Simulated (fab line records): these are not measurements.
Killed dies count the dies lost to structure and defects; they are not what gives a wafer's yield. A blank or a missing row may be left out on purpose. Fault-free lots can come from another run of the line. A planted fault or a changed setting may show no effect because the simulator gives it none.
A lot that was struck, set against a sound lot / flow nandHarc / 18 out of 1159 route steps
Sound: the wafers L637.1, L637.3, L637.5. Struck: wafers L642.3, L642.4, L642.5. Last of all comes the cause.
Each step with rows lists, per side, the tool, then ch with its chambers, then its first start. Under that, the readings that differ: sound wafers / struck wafers / difference of the means / sigmas: that difference in standard deviations of wafers without a fault.
alike: same words and numbers on both sides, and readings whose means sit less than 2 such deviations apart. not compared: any withheld reading, any reading some wafer has no value for, any bound like >300 that may hide the same value, and any number with overlapping values for which the record gives no deviation.
A row with sigmas, a row that says differs or no value, or rows on one side alone: a step with any of these is where the two part. Non-overlapping numbers with no deviation appear without sigmas and do not part them. A reading missing from all wafers of one side parts the sides only when that side holds two or more wafers.

NHARC_P_GATE_CD_MEAS_46: the cd target is 720 nm.
  sound on cdSem-03 ch 0, day 6 06:23; struck on cdSem-02 ch 0, day 6 23:58
  alike: cdNm
then, 1 step without rows for these wafers: NHARC_P_GATE_HARDBAKE_47 (time 80 s).
NHARC_P_GATE_DESCUM_48: chemistry O2, time 3 s.
  sound on rieDiel-09 ch 1,2,3, day 6 06:34; struck on rieDiel-13 ch 0,2,3, day 7 00:09
  alike: drypumpMotorCurrentA, oesProductAu, rfVppV, showerheadPlenumPTorr, throttleValvePct
  not compared: rfHoursCounterH
then, 1 step without rows for these wafers: NHARC_P_GATE_IMPLANT_49.
NHARC_P_GATE_STRIP_111: strips in N2/H2, time 250 s.
  sound on plasmaAsher-02 ch 0,1, day 6 06:55; struck on plasmaAsher-02 ch 0,1, day 7 00:35
  alike: drypumpMotorCurrentA, heaterPowerW, rfReflPowerW
  not compared: rfHoursCounterH
NHARC_P_GATE_STRIP_75: strips in O2.
  sound on plasmaAsher-02 ch 0,1, day 6 07:13; struck on plasmaAsher-02 ch 0,1, day 7 00:49
  alike: drypumpMotorCurrentA, heaterPowerW, rfReflPowerW
  not compared: rfHoursCounterH
then, 6 steps without rows for these wafers: NHARC_P_GATE_STRIP_50 (strips in SPM, time 900 s); NHARC_P_GATE_DEHYDRATE_51 (time 120 s); NHARC_P_GATE_HMDS_52 (time 30 s); NHARC_P_GATE_COAT_53; NHARC_P_GATE_SOFTBAKE_54 (time 95 s); NHARC_P_GATE_EBR_55.
NHARC_P_GATE_EXPOSE_56: exposes mask P PSD, target cd 720 nm.
  sound on krfScanner-03 ch 0, day 6 07:59; struck on krfScanner-03 ch 0, day 7 01:34
reading=mask; sound=P_PSD#0 P_PSD#0 P_PSD#0; struck=P_HVN#0 P_HVN#0 P_HVN#0; difference=differs; sigmas=
  alike: reticleTempC
then, 2 steps without rows for these wafers: NHARC_P_GATE_PEB_57 (peb time 85 s); NHARC_P_GATE_DEVELOP_58 (time 70 s).
NHARC_P_GATE_CD_MEAS_59: the cd target is 720 nm.
  sound on cdSem-03 ch 0, day 6 08:09; struck on cdSem-01 ch 0, day 7 01:43
reading=cdNm (nm); sound=721.9 719.7 718.4; struck=- - -; difference=no value on the struck wafers; sigmas=
then, 1 step without rows for these wafers: NHARC_P_GATE_HARDBAKE_60 (time 80 s).
-- break in the record here, with 15 days between the starts of the struck wafers on either side (left off in module P_GATE, picked up again in module END, where the first step shown is number 1159 on the route) --
NHARC_END_SORT_01:
  sound on prober-01 ch 0, day 20 23:23; struck on prober-02 ch 0, day 22 00:50
reading=hold; sound=- - -; struck=awaitDispo/2.6h/scrap awaitDispo/2.6h/scrap awaitDispo/2.6h/scrap; difference=no value on the sound wafers; sigmas=
reading=killedAtPeriphery; sound=4 3 7; struck=659 659 658; difference=+654; sigmas=+99 or more
reading=killedDies; sound=24 30 36; struck=677 677 677; difference=+647; sigmas=+72
  alike: killedAtArray, killedAtOther, killedOpen, killedShort

WHERE THEY PART
Earliest at NHARC_P_GATE_EXPOSE_56; latest, in this record, at NHARC_END_SORT_01.

WHY: what the simulator had put in
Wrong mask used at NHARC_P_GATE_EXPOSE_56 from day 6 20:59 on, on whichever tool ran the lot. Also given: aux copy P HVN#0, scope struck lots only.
